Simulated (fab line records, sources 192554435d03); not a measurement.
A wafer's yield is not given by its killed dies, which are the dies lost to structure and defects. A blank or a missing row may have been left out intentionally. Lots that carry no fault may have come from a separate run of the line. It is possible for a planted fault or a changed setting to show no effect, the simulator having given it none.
One fault seen from 2 desks | flow n5Finfet | what lay behind the numbers comes last; until then each desk has only its own

METROLOGY DESK
What the gauges read for every lot (on any tool): the sampled wafers with a number, averaged. The brackets show how far a lot's mean lies from the usual mean; more than 4 standard deviations puts the lot out of limits, marked OUT.
Columns: A = cdNm at N5_PASSIVATION_CD_MEAS_44, usual 40000 nm
lot  | first seen here | A
L101 | day 12 10:32    | 40001
L100 | day 12 16:14    | 39998
L103 | day 12 16:18    | 40004
L104 | day 12 20:48    | 39993
L102 | day 13 09:07    | 40003
L107 | day 13 16:22    | 40000
L111 | day 15 02:14    | 40001
L117 | day 16 04:38    | 39997
L121 | day 17 05:09    | 40007
L120 | day 17 10:04    | 39999
L123 | day 17 15:29    | 39993
This desk's verdict: no lot among the 11 shows anything out of limits.

DESK OF THE TOOL OWNER: rieDiel-03
The tool's own readings at N5_MOL_CONTACT_COAG_ETCH_67 (etches SOC in N2/H2, target depth 60 nm, overetch 21 nm, time 101.2 s): means of the sampled wafers that have a number, for each lot that ran on this tool. The brackets show how far a lot's mean lies from the usual mean; more than 4 standard deviations puts the lot out of limits, marked OUT.
Columns: A = chamberPressureMTorr at N5_MOL_CONTACT_COAG_ETCH_67, usual 30.001 mTorr; B = drypumpMotorCurrentA at N5_MOL_CONTACT_COAG_ETCH_67, usual 5.8 A; C = oesProductAu at N5_MOL_CONTACT_COAG_ETCH_67, usual 0.67 a.u.; D = rfVppV at N5_MOL_CONTACT_COAG_ETCH_67, usual 523.8 V; E = showerheadPlenumPTorr at N5_MOL_CONTACT_COAG_ETCH_67, usual 2.54 Torr; F = throttleValvePct at N5_MOL_CONTACT_COAG_ETCH_67, usual 17.8 %
lot  | first seen here | A      | B   | C    | D     | E    | F
L100 | day 5 03:51     | 29.986 | 5.7 | 0.69 | 523.1 | 2.53 | 17.8
L102 | day 5 17:04     | 29.996 | 6.0 | 0.70 | 523.6 | 2.53 | 17.7
L104 | day 6 05:18     | 29.997 | 5.7 | 0.68 | 523.8 | 2.52 | 17.8
L111 | day 8 01:56     | 30.019 | 6.1 | 0.73 | 523.3 | 2.55 | 17.7
This desk's verdict: no lot among the 4 shows anything out of limits.

BROUGHT TOGETHER
Metrology desk: nothing out of limits seen.
Nothing out of limits was seen by the tool owner's desk.

WHAT THE SIMULATOR PUT IN
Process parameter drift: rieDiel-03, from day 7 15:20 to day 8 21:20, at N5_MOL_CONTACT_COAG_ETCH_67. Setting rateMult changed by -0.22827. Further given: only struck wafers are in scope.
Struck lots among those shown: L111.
